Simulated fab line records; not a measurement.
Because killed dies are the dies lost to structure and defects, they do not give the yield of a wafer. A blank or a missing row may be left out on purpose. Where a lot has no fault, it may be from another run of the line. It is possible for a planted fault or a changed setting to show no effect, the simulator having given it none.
The same fault as seen by 2 desks / flow n5 finfet / every desk sees just its own numbers, and what lay behind them comes last

== THE METROLOGY DESK ==
What the gauges read, lot by lot, whatever tool the lot ran on: means of the sampled wafers that have a number. A lot is out of limits, marked OUT, if its mean lies more than 4 standard deviations from the usual mean; the brackets give that distance. It has 11 readings; the 7 that lie furthest out on some lot are the ones shown.
Columns: A = cd nm at N5_DUMMY_GATE_CD_MEAS_15, usual 24.98 nm; B = IOFF_N at N5_BEOL_M4_RC_MEAS_101, usual 0.16 nA/um; C = IOFF_P at N5_BEOL_M4_RC_MEAS_101, usual 0.22 nA/um; D = ION_P at N5_BEOL_M4_RC_MEAS_101, usual 462 uA/um; E = SS_P at N5_BEOL_M4_RC_MEAS_101, usual 73.5 mV/dec; F = VT_N at N5_BEOL_M4_RC_MEAS_101, usual 250 mV; G = VT_P at N5_BEOL_M4_RC_MEAS_101, usual -250 mV
lot=L359; first seen here=day 3 06:55; A=24.87; B=0.18; C=0.22; D=462; E=73.3; F=249; G=-250
lot=L361; first seen here=day 3 18:31; A=25.10; B=0.15; C=0.20; D=465; E=73.1; F=252; G=-251
lot=L362; first seen here=day 4 00:52; A=25.08; B=0.13; C=0.16; D=448; E=72.5; F=255; G=-257
lot=L365; first seen here=day 4 15:56; A=25.02; B=0.16; C=0.20; D=458; E=73.8; F=251; G=-254
lot=L366; first seen here=day 4 23:11; A=25.05; B=0.14; C=0.21; D=464; E=73.7; F=253; G=-249
lot=L376; first seen here=day 7 10:02; A=24.95; B=0.16; C=0.19; D=461; E=73.7; F=248; G=-253
lot=L378; first seen here=day 7 23:16; A=25.27; B=0.14; C=0.21; D=456; E=73.9; F=254; G=-250
lot=L379; first seen here=day 8 05:58; A=24.68; B=0.16; C=0.22; D=466; E=73.3; F=250; G=-249
lot=L380; first seen here=day 8 11:48; A=25.01; B=0.20; C=0.27; D=467; E=73.7; F=247; G=-244
Result from this desk: across the 9 lots, nothing is out of limits.

== TOOL OWNER'S DESK, rie diel-01 ==
The tool's own readings at N5_DUMMY_GATE_ETCH_37 (etches SOC in N2/H2, target depth 60 nm, overetch 30 nm): means of the sampled wafers that have a number, for each lot that ran on this tool. A lot is out of limits, marked OUT, if its mean lies more than 4 standard deviations from the usual mean; the brackets give that distance.
Columns: A = drypump motor current A at N5_DUMMY_GATE_ETCH_37, usual 5.7 A; B = oes product au at N5_DUMMY_GATE_ETCH_37, usual 0.64 a.u.; C = rf fwd power W at N5_DUMMY_GATE_ETCH_37, usual 831 W; D = rf vpp V at N5_DUMMY_GATE_ETCH_37, usual 524.0 V; E = showerhead plenum p Torr at N5_DUMMY_GATE_ETCH_37, usual 2.55 Torr; F = throttle valve pct at N5_DUMMY_GATE_ETCH_37, usual 17.79 %
lot=L361; first seen here=day 3 18:48; A=6.1; B=0.67; C=828; D=523.9; E=2.57; F=17.63
lot=L362; first seen here=day 4 01:08; A=6.1; B=0.67; C=829; D=523.7; E=2.57; F=17.63
lot=L366; first seen here=day 4 23:44; A=5.8; B=0.63; C=828; D=525.5; E=2.60; F=17.78
lot=L376; first seen here=day 7 10:19; A=6.0; B=0.66; C=627 (-48) OUT; D=575.2 (+21) OUT; E=2.60; F=17.60
lot=L378; first seen here=day 7 23:32; A=6.0; B=0.62; C=631 (-48) OUT; D=572.3 (+20) OUT; E=2.48; F=17.76
This desk finds L376, L378 out of limits, L376 being first, at day 7 10:19 (rf fwd power W at N5_DUMMY_GATE_ETCH_37). Within limits: L361, L362, L366.

== ALL TOGETHER ==
On L376, L378, at day 7 10:19, an alarm was possible from the tool owner's desk.
At the metrology desk, nothing out of limits was observed.
The metrology desk has L376, L378 on record, within its limits.
Of the lots named, all ran N5_DUMMY_GATE_ETCH_37 on rie diel-01.

== WHAT THE SIMULATOR HAD INSERTED ==
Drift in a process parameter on rie diel-01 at N5_DUMMY_GATE_ETCH_37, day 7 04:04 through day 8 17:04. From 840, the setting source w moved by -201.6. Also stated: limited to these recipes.
Struck lots among those shown: L376, L378.
Each desk's first reading out of limits, in hours after the fault started: the tool owner's desk, 6.
